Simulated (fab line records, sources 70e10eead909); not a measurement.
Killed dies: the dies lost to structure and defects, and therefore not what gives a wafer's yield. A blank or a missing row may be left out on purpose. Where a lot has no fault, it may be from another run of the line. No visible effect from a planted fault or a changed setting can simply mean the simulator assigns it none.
Shared-tool check    flow nand_harc    Lots sampled 13, wafers sampled 39

WHAT PROMPTED THE OPENING
At NHARC_P_ZERO_WELL_CD_MEAS_24 the reading cd_nm is flagged on 1 of 13 lots. No-fault wafers: 720.3 nm, standard deviation 1.7.
Rule: a lot is flagged when every wafer of it that has a number lies more than 4 standard deviations from that mean, or none has a number. The rest of the lots are taken to be sound.

lot   measured      on         cd_nm (nm), wafer by wafer  flag
L208  day 1 22:34   cd_sem-02  721.4 720.5 720.0           
L209  day 2 09:38   cd_sem-03  723.3 720.5 721.5           
L211  day 3 04:23   cd_sem-03  723.2 721.6 721.4           
L212  day 3 14:43   cd_sem-03  719.1 717.8 718.6           
L213  day 4 00:35   cd_sem-01  723.5 724.3 723.1           
L214  day 4 10:29   cd_sem-02  716.9 719.6 719.5           
L216  day 5 06:46   cd_sem-02  667.8 669.1 669.9           FLAGGED
L217  day 5 16:28   cd_sem-02  720.3 721.3 722.6           
L220  day 6 22:56   cd_sem-03  719.3 720.0 719.9           
L226  day 9 10:37   cd_sem-01  719.7 718.3 718.9           
L228  day 10 06:28  cd_sem-02  720.4 718.6 720.6           
L229  day 10 16:37  cd_sem-03  719.6 721.0 718.5           
L231  day 11 12:35  cd_sem-03  720.9 716.7 721.8           
On average the flagged lots' numbers are 668.9 nm, which is -51.4 nm against the usual, or -30 standard deviations.

WHICH TOOL EACH LOT WENT THROUGH
The record keeps 1 process step preceding the reading, out of 1302 steps on the route. Each cell gives the tool, then ch followed by the chambers the sampled wafers passed through, then the start.
lot   flag     NHARC_P_ZERO_WELL_EXPOSE_21
L208           krf_scanner-04 ch 0, day 1 22:25
L209           krf_scanner-01 ch 0, day 2 09:29
L211           krf_scanner-04 ch 0, day 3 04:14
L212           krf_scanner-02 ch 0, day 3 14:34
L213           krf_scanner-04 ch 0, day 4 00:26
L214           krf_scanner-02 ch 0, day 4 10:19
L216  FLAGGED  krf_scanner-04 ch 0, day 5 06:36
L217           krf_scanner-04 ch 0, day 5 16:19
L220           krf_scanner-04 ch 0, day 6 22:47
L226           krf_scanner-01 ch 0, day 9 10:27
L228           krf_scanner-02 ch 0, day 10 06:19
L229           krf_scanner-04 ch 0, day 10 16:28
L231           krf_scanner-04 ch 0, day 11 12:26
What the steps here do:
- NHARC_P_ZERO_WELL_EXPOSE_21: exposes mask P NWELL, target cd 720 nm.
- NHARC_P_ZERO_WELL_CD_MEAS_24: target cd 720 nm.

FLAGGED AGAINST TOTAL, ONE TOOL AT A TIME (gauges that did the reading follow at the end)
step                          tool            lots run  flagged  share of the flagged lots  sound lots run after its first flagged lot
NHARC_P_ZERO_WELL_EXPOSE_21   krf_scanner-01  2         0        none                       -
NHARC_P_ZERO_WELL_EXPOSE_21   krf_scanner-02  3         0        none                       -
NHARC_P_ZERO_WELL_EXPOSE_21   krf_scanner-04  8         1        all                        4 (L217,L220,L229,L231)
NHARC_P_ZERO_WELL_CD_MEAS_24  cd_sem-01       2         0        none                       -
NHARC_P_ZERO_WELL_CD_MEAS_24  cd_sem-02       5         1        all                        2 (L217,L228)
NHARC_P_ZERO_WELL_CD_MEAS_24  cd_sem-03       6         0        none                       -

THE TABLE: WHAT IT ALLOWS
2 rows of the table ran every flagged lot: krf_scanner-04 at NHARC_P_ZERO_WELL_EXPOSE_21, cd_sem-02 at NHARC_P_ZERO_WELL_CD_MEAS_24.
- krf_scanner-04 at NHARC_P_ZERO_WELL_EXPOSE_21: 1 of its 8 lots flagged. Lots that were sound ran on it after the first flagged one (L217, L220, L229, L231); a persistent fault on the entire tool would not allow that.
- cd_sem-02 at NHARC_P_ZERO_WELL_CD_MEAS_24: 1 of its 5 lots flagged. Lots that were sound ran on it after the first flagged one (L217, L228); a persistent fault on the entire tool would not allow that.
Every row of the table either missed a flagged lot or ran a sound lot after the first.

WHAT THE SIMULATOR HAD INSERTED
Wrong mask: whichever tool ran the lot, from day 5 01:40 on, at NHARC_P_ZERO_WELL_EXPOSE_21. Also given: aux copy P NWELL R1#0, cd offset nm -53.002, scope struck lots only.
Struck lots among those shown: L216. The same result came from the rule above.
